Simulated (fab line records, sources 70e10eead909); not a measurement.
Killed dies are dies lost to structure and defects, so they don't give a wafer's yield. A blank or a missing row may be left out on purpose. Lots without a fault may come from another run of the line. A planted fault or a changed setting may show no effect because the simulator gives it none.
Which tool did it? | flow nand_harc | 24 lots, 72 wafers sampled, at 5 steps of a route of 1302

WHAT THE GAUGES READ, wafer by wafer
NHARC_P_M2_INSPECT_11.
lot  | measured     | on                | raw_defect_count
L074 | day 6 11:38  | defect_inspect-01 | 3 2 1
L076 | day 7 01:39  | defect_inspect-01 | 3 3 4
L075 | day 7 02:32  | defect_inspect-02 | 4 5 3
L077 | day 7 13:35  | defect_inspect-02 | 3 1 2
L078 | day 8 02:34  | defect_inspect-01 | 2 4 7
L079 | day 8 13:14  | defect_inspect-01 | 5 1 4
L080 | day 8 20:44  | defect_inspect-01 | 6 3 1
L081 | day 9 12:11  | defect_inspect-01 | 6 7 7
L082 | day 9 13:07  | defect_inspect-01 | 2 4 5
L083 | day 10 02:47 | defect_inspect-01 | 16 7 8
L084 | day 10 11:41 | defect_inspect-01 | 7 8 10
L085 | day 11 01:13 | defect_inspect-01 | 1 3 4
L086 | day 11 04:49 | defect_inspect-02 | 4 2 6
L087 | day 11 17:58 | defect_inspect-02 | 8 6 5
L089 | day 12 12:19 | defect_inspect-01 | 2 3 4
L088 | day 12 18:08 | defect_inspect-02 | 3 5 6
L090 | day 13 00:39 | defect_inspect-02 | 2 3 2
L091 | day 13 16:00 | defect_inspect-01 | 3 8 3
L092 | day 14 02:08 | defect_inspect-02 | 14 6 6
L093 | day 14 06:43 | defect_inspect-01 | 5 6 8
L094 | day 14 18:09 | defect_inspect-02 | 7 3 1
L095 | day 14 23:44 | defect_inspect-02 | 8 1 4
L097 | day 15 21:44 | defect_inspect-02 | 2 2 5
L096 | day 16 23:31 | defect_inspect-02 | 9 5 3

NHARC_P_M2_CD_MEAS_16.
lot  | measured     | on        | cd_nm (nm)
L074 | day 6 12:00  | cd_sem-03 | 170.5 170.8 170.3
L076 | day 7 02:04  | cd_sem-01 | 170.0 170.1 169.4
L075 | day 7 02:56  | cd_sem-03 | 169.8 170.3 169.1
L077 | day 7 13:57  | cd_sem-01 | 168.8 168.8 169.2
L078 | day 8 02:56  | cd_sem-02 | 169.6 169.5 171.1
L079 | day 8 13:37  | cd_sem-02 | 170.2 170.5 170.4
L080 | day 8 21:07  | cd_sem-02 | 169.8 169.5 169.4
L081 | day 9 12:33  | cd_sem-03 | 170.5 170.1 170.7
L082 | day 9 13:29  | cd_sem-03 | 170.5 171.1 170.1
L083 | day 10 03:09 | cd_sem-02 | 169.6 169.8 169.7
L084 | day 10 12:03 | cd_sem-03 | 169.8 170.4 169.8
L085 | day 11 01:35 | cd_sem-02 | 170.0 169.3 169.5
L086 | day 11 05:11 | cd_sem-01 | 169.7 169.6 170.1
L087 | day 11 18:20 | cd_sem-03 | 170.0 169.0 170.0
L089 | day 12 12:41 | cd_sem-01 | 170.2 169.5 170.4
L088 | day 12 18:30 | cd_sem-01 | 169.5 169.0 170.0
L090 | day 13 01:04 | cd_sem-01 | 170.7 169.7 170.3
L091 | day 13 16:22 | cd_sem-03 | 168.6 168.0 168.2
L092 | day 14 02:36 | cd_sem-03 | 170.5 169.5 170.3
L093 | day 14 07:05 | cd_sem-03 | 169.2 169.3 168.0
L094 | day 14 18:31 | cd_sem-02 | 171.2 170.6 171.0
L095 | day 15 00:07 | cd_sem-01 | 169.6 170.3 169.6
L097 | day 15 22:07 | cd_sem-01 | 170.5 170.8 169.8
L096 | day 16 23:52 | cd_sem-02 | 170.5 170.3 170.2

WHICH TOOL RAN EACH LOT (tool, then ch and the chambers of the sampled wafers, then the start)
lot  | NHARC_P_M1_ETCH_15                            | NHARC_P_M1_PVD_20                       | NHARC_P_M1_CMP_23
L074 | rie_diel-02 ch 0,2,3, day 6 09:42 or earlier  | pvd_sputter-01, day 6 09:42 or earlier  | cmp-02 ch 2,3, day 6 09:42
L076 | rie_diel-02 ch 0,1,2, day 6 23:51 or earlier  | pvd_sputter-01, day 6 23:51 or earlier  | cmp-01 ch 0,1,3, day 6 23:51
L075 | rie_diel-04 ch 0,3, day 7 00:37 or earlier    | pvd_sputter-03, day 7 00:37 or earlier  | cmp-04 ch 1,2,3, day 7 00:37
L077 | rie_diel-01 ch 0,1,3, day 7 11:38 or earlier  | pvd_sputter-02, day 7 11:38 or earlier  | cmp-04 ch 0,1,2, day 7 11:38
L078 | rie_diel-02 ch 0,2, day 8 00:43 or earlier    | pvd_sputter-01, day 8 00:43 or earlier  | cmp-02 ch 2,3, day 8 00:43
L079 | rie_diel-02 ch 0,1,2, day 8 11:17 or earlier  | pvd_sputter-02, day 8 11:17 or earlier  | cmp-01 ch 0,1, day 8 11:17
L080 | rie_diel-01 ch 0,2,3, day 8 18:55 or earlier  | pvd_sputter-02, day 8 18:55 or earlier  | cmp-01 ch 0,1,3, day 8 18:55
L081 | rie_diel-02 ch 0,1,3, day 9 10:21 or earlier  | pvd_sputter-02, day 9 10:21 or earlier  | cmp-04 ch 0,1,2, day 9 10:21
L082 | rie_diel-02 ch 0,1, day 9 11:10 or earlier    | pvd_sputter-03, day 9 11:10 or earlier  | cmp-01 ch 0,3, day 9 11:10
L083 | rie_diel-01 ch 0,1,2, day 10 00:46 or earlier | pvd_sputter-01, day 10 00:46 or earlier | cmp-02 ch 0,1,3, day 10 00:46
L084 | rie_diel-01 ch 0,1,2, day 10 09:33 or earlier | pvd_sputter-03, day 10 09:33 or earlier | cmp-01 ch 0,2,3, day 10 09:33
L085 | rie_diel-02 ch 1,2,3, day 10 23:16 or earlier | pvd_sputter-01, day 10 23:16 or earlier | cmp-01 ch 0,2,3, day 10 23:16
L086 | rie_diel-01 ch 1,2, day 11 02:53 or earlier   | pvd_sputter-03, day 11 02:53 or earlier | cmp-01 ch 0,1,2, day 11 02:53
L087 | rie_diel-01 ch 0,1,2, day 11 15:59 or earlier | pvd_sputter-01, day 11 15:59 or earlier | cmp-01 ch 0,1,2, day 11 15:59
L089 | rie_diel-01 ch 0,2, day 12 10:20 or earlier   | pvd_sputter-01, day 12 10:20 or earlier | cmp-04 ch 2,3, day 12 10:20
L088 | rie_diel-02 ch 0,2,3, day 12 16:01 or earlier | pvd_sputter-01, day 12 16:01 or earlier | cmp-04 ch 0,1,2, day 12 16:01
L090 | rie_diel-01 ch 0,1,2, day 12 22:43 or earlier | pvd_sputter-01, day 12 22:43 or earlier | cmp-04 ch 1,2,3, day 12 22:43
L091 | rie_diel-04 ch 0,1,3, day 13 13:59 or earlier | pvd_sputter-03, day 13 13:59 or earlier | cmp-02 ch 0,2, day 13 13:59
L092 | rie_diel-01 ch 2,3, day 14 00:10 or earlier   | pvd_sputter-01, day 14 00:10 or earlier | cmp-01 ch 0,1,3, day 14 00:10
L093 | rie_diel-02 ch 0,3, day 14 04:49 or earlier   | pvd_sputter-03, day 14 04:49 or earlier | cmp-01 ch 0,2,3, day 14 04:49
L094 | rie_diel-02 ch 0,1,2, day 14 16:12 or earlier | pvd_sputter-01, day 14 16:12 or earlier | cmp-02 ch 1,3, day 14 16:12
L095 | rie_diel-02 ch 2,3, day 14 21:48 or earlier   | pvd_sputter-01, day 14 21:48 or earlier | cmp-04 ch 0,1, day 14 21:48
L097 | rie_diel-02 ch 2,3, day 15 19:55 or earlier   | pvd_sputter-01, day 15 19:55 or earlier | cmp-04 ch 0,1,3, day 15 19:55
L096 | rie_diel-02 ch 1,2,3, day 16 21:31 or earlier | pvd_sputter-01, day 16 21:31 or earlier | cmp-04 ch 1,2,3, day 16 21:31
- NHARC_P_M1_ETCH_15: etches the open film in C4F8/Ar, target depth 182.5 nm, time 91.2 s.
- NHARC_P_M1_PVD_20: deposits TaN, target thk 5 nm, time 8.06 s.
- NHARC_P_M1_CMP_23: polishes, t overpolish 20 s, target thk 157.82 nm.

WHAT THE TOOLS THEMSELVES READ (means of the sampled wafers that have a number; where no wafer has one, the mark that the record gives instead)
NHARC_P_M1_ETCH_15.
lot  | tool        | oes_product_au (a.u.) | rf_vpp_V (V)
L074 | rie_diel-02 | 0.949                 | 442.4
L076 | rie_diel-02 | 0.962                 | 440.3
L075 | rie_diel-04 | 0.922                 | 443.7
L077 | rie_diel-01 | 0.928                 | 440.0
L078 | rie_diel-02 | 0.966                 | 441.3
L079 | rie_diel-02 | 0.972                 | 440.6
L080 | rie_diel-01 | 0.976                 | 442.0
L081 | rie_diel-02 | 0.960                 | 440.2
L082 | rie_diel-02 | 0.923                 | 438.6
L083 | rie_diel-01 | 0.967                 | 441.3
L084 | rie_diel-01 | 0.973                 | 441.8
L085 | rie_diel-02 | 0.967                 | 440.3
L086 | rie_diel-01 | 0.947                 | 439.7
L087 | rie_diel-01 | 0.957                 | 440.3
L089 | rie_diel-01 | 0.954                 | 442.8
L088 | rie_diel-02 | 0.953                 | 441.0
L090 | rie_diel-01 | 0.959                 | 439.7
L091 | rie_diel-04 | 0.924                 | 439.9
L092 | rie_diel-01 | 0.965                 | 442.6
L093 | rie_diel-02 | 0.924                 | 441.5
L094 | rie_diel-02 | 0.927                 | 439.8
L095 | rie_diel-02 | 0.969                 | 442.9
L097 | rie_diel-02 | 0.937                 | 442.1
L096 | rie_diel-02 | 0.925                 | 440.8

NHARC_P_M1_PVD_20.
lot  | tool           | throttle_valve_pct (%)
L074 | pvd_sputter-01 | 28.6
L076 | pvd_sputter-01 | 28.8
L075 | pvd_sputter-03 | 31.7
L077 | pvd_sputter-02 | 30.7
L078 | pvd_sputter-01 | 30.3
L079 | pvd_sputter-02 | 30.3
L080 | pvd_sputter-02 | 30.5
L081 | pvd_sputter-02 | 30.6
L082 | pvd_sputter-03 | 31.7
L083 | pvd_sputter-01 | 28.1
L084 | pvd_sputter-03 | 31.9
L085 | pvd_sputter-01 | 29.3
L086 | pvd_sputter-03 | 32.5
L087 | pvd_sputter-01 | 29.7
L089 | pvd_sputter-01 | 29.8
L088 | pvd_sputter-01 | 29.2
L090 | pvd_sputter-01 | 29.6
L091 | pvd_sputter-03 | 32.0
L092 | pvd_sputter-01 | 29.8
L093 | pvd_sputter-03 | 31.9
L094 | pvd_sputter-01 | 29.4
L095 | pvd_sputter-01 | 29.6
L097 | pvd_sputter-01 | 29.7
L096 | pvd_sputter-01 | 31.0

NHARC_P_M1_CMP_23.
lot  | tool   | motor_current_A (A) | slurry_filter_dp_kPa (kPa) | time_to_endpoint_s (s)
L074 | cmp-02 | 10.6                | 13.57                      | 26.5
L076 | cmp-01 | 12.8                | 13.45                      | 28.5
L075 | cmp-04 | 12.1                | 13.49                      | 25.5
L077 | cmp-04 | 11.8                | 13.52                      | 26.8
L078 | cmp-02 | 10.8                | 13.54                      | 26.0
L079 | cmp-01 | 12.5                | 13.43                      | 27.2
L080 | cmp-01 | 12.7                | 13.51                      | 29.3
L081 | cmp-04 | 11.6                | 13.49                      | 29.8
L082 | cmp-01 | 13.1                | 13.62                      | 30.0
L083 | cmp-02 | 11.9                | 13.31                      | 25.5
L084 | cmp-01 | 12.3                | 13.44                      | 27.6
L085 | cmp-01 | 12.5                | 13.55                      | 27.9
L086 | cmp-01 | 12.4                | 13.40                      | 31.0
L087 | cmp-01 | 12.0                | 13.50                      | 27.8
L089 | cmp-04 | 12.0                | 13.41                      | 31.3
L088 | cmp-04 | 12.4                | 13.53                      | 28.8
L090 | cmp-04 | 12.1                | 13.42                      | 27.9
L091 | cmp-02 | 11.6                | 13.51                      | 25.6
L092 | cmp-01 | 12.8                | 13.42                      | 26.7
L093 | cmp-01 | 12.6                | 13.48                      | 30.7
L094 | cmp-02 | 11.3                | 13.40                      | 28.6
L095 | cmp-04 | 11.8                | 13.56                      | 32.1
L097 | cmp-04 | 11.7                | 13.45                      | 29.1
L096 | cmp-04 | 11.9                | 13.53                      | 27.3

THE ANSWER, worked out from the rows above alone
Rule: what is usual is taken from the lots themselves. Put in order of their means at a reading, lots are off if they are a third of the lots or fewer, leave a main group of 4 or more, and stand apart from it by a gap of 3 or more times the standard deviation of the main group's means; of several such gaps the widest counts. A main group whose means are all the same, to the digits that the tables above print for the reading, isn't used. A lot without any number at a reading at which 4 lots or more have one is off too. The other lots that the step has rows for count as sound. The gauges are gone through in route order, then the tools' own readings, and for those a lot's mean is taken as printed above. The first step at which some lot is off is used, and at that step the reading that is off furthest; a lot without a number counts as furthest.
No lot is off at any reading shown: from this, nothing can be told.

WHAT THE SIMULATOR HAD PUT IN
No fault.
